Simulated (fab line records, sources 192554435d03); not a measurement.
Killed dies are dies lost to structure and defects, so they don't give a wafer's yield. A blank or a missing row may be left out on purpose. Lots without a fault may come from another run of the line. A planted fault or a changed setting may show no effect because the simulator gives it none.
A struck lot beside a sound one | flow n5_finfet | 16 steps out of a route of 1938
Sound: wafers L885.2, L885.3, L885.5. Struck: wafer L882.1. (L882.2 of the same lot was not struck and is left out.) The cause comes at the end.
At each step with rows: each side's tool, then ch and its chambers, then its first start. Under that, the readings that differ: sound wafers | struck wafers | difference of the means | sigmas: that difference in standard deviations of wafers without a fault.
alike: readings whose means differ by less than 2 such deviations, and words and numbers that are the same on both sides. not compared: withheld readings, readings that some wafer has no value for, bounds like >300 that may hide the same value, and numbers for which the record gives no deviation and whose values overlap.
The two part at a step that has a row with sigmas, a row that says differs or no value, or rows on one side only. Numbers that don't overlap but have no deviation are shown without sigmas and don't part them. A reading that every wafer of one side lacks parts them only if that side has two wafers or more.

N5_FIN_CUT_PRECLEAN_35: cleans in vHF, time 13.3 s.
  sound on vapor_etch-01 ch 0, day 7 03:44; struck on vapor_etch-01 ch 0, day 6 10:35
  alike: drypump_motor_current_A
N5_FIN_CUT_CUT_ETCH_15: etches Si in HBr/Cl2/O2, target depth 100 nm, bt time 10 s, time 42.4 s.
  sound on rie_si-02 ch 0,3, day 7 03:50; struck on rie_si-01 ch 1, day 6 10:40
  reading                | sound             | struck | difference | sigmas
  throttle_valve_pct (%) | 36.66 37.24 36.68 | 37.60  | +0.74      | +3
  alike: drypump_motor_current_A, oes_product_au
  not compared: rf_fwd_power_W, rf_hours_counter_h
N5_FIN_CUT_CUT_ETCH_28: etches Si in HBr/Cl2/O2, target depth 6 nm, time 2.4 s.
  sound on rie_si-02 ch 0,3, day 7 03:53; struck on rie_si-01 ch 1, day 6 10:43
  reading                | sound             | struck | difference | sigmas
  oes_product_au (a.u.)  | 0.989 1.017 0.999 | 0.974  | -0.028     | -2
  throttle_valve_pct (%) | 36.68 37.25 36.67 | 37.59  | +0.72      | +3
  alike: drypump_motor_current_A
  not compared: rf_fwd_power_W, rf_hours_counter_h
N5_FIN_CUT_STRIP_22: strips in N2/H2.
  sound on rie_diel-02 ch 1,3, day 7 03:57; struck on rie_diel-01 ch 0, day 6 10:47
  alike: drypump_motor_current_A, oes_product_au, rf_vpp_V, showerhead_plenum_p_Torr, throttle_valve_pct
  not compared: rf_hours_counter_h
then, 3 steps without rows for these wafers: N5_FIN_CUT_PRECLEAN_36 (cleans in O3/DIW, time 60 s); N5_FIN_CUT_SRD_32 (time 30 s); N5_FIN_CUT_UV_OZONE_34 (time 120 s).
N5_FIN_CUT_INSPECT_17: inspects for defects (brightfield).
  sound on defect_inspect-02, day 7 04:07; struck on defect_inspect-01, day 6 10:57
  alike: raw_defect_count
then, 1 step without rows for these wafers: N5_STI_FIN_REVEAL_ALD_00 (deposits SiO2, target thk 1 nm, pulse time 1 s).
N5_STI_FIN_REVEAL_ALD_14: deposits Si3N4, target thk 3 nm.
  sound on ald_sin-01 ch 0,1,3, day 7 04:11; struck on ald_sin-01 ch 3, day 6 11:02
  alike: heater_power_w
  not compared: since_wet_clean_h
then, 2 steps without rows for these wafers: N5_STI_FIN_REVEAL_FCVD_FILL_01 (material SiO2 flowable, target thk 312 nm, time 512.2 s); N5_STI_FIN_REVEAL_DENSIFY_02 (time 1800 s).
N5_STI_FIN_REVEAL_CMP_04: polishes, stops on Si3N4, t overpolish 4 s, target thk 131.83 nm.
  sound on cmp-02 ch 0,1,3, day 7 09:14; struck on cmp-04 ch 3, day 6 16:04
  reading                | sound     | struck | difference | sigmas
  time_to_endpoint_s (s) | 97 103 96 | 64     | -35        | -6
  alike: motor_current_A, overpolish_run_s, slurry_filter_dp_kPa
N5_STI_FIN_REVEAL_THK_MEAS_05:
  sound on film_metro-02, day 7 09:32; struck on film_metro-01, day 6 16:22
  alike: thk_nm
-- the record jumps here: 6 days lie between the struck wafers' starts before and after (it left off in module STI_FIN_REVEAL and takes up again in module BEOL_M4, whose first step shown is number 1111 of the route) --
N5_BEOL_M4_RC_MEAS_101:
  sound on prober-02 ch 0, day 13 05:20; struck on prober-01 ch 0, day 12 11:34
  reading       | sound       | struck | difference | sigmas
  ION_P (uA/um) | 456 469 459 | 480    | +19        | +2
  alike: DIBL_N, DIBL_P, IOFF_N, IOFF_P, ION_N, SS_N, SS_P, VT_N, VT_P
-- the record jumps here: 4 days lie between the struck wafers' starts before and after (it left off in module BEOL_M4 and takes up again in module PASSIVATION, whose first step shown is number 1936 of the route) --
N5_PASSIVATION_PROBE_49:
  sound on prober-01, day 17 06:01; struck on prober-01, day 16 19:04
  alike: defect_limited_yield, killed_at_M0_to_M3, killed_at_M4_up, killed_at_contacts, killed_at_front_end, killed_at_other, killed_dies, killed_open, killed_short, sort_bin_5_function, sort_bin_6_memory, sort_n_pass, sort_yield_pct

WHERE THEY PART
First at N5_FIN_CUT_CUT_ETCH_15; last, within this record, at N5_BEOL_M4_RC_MEAS_101. Later steps at which nothing parts them and some readings are alike: N5_PASSIVATION_PROBE_49.

WHY: what the simulator had put in
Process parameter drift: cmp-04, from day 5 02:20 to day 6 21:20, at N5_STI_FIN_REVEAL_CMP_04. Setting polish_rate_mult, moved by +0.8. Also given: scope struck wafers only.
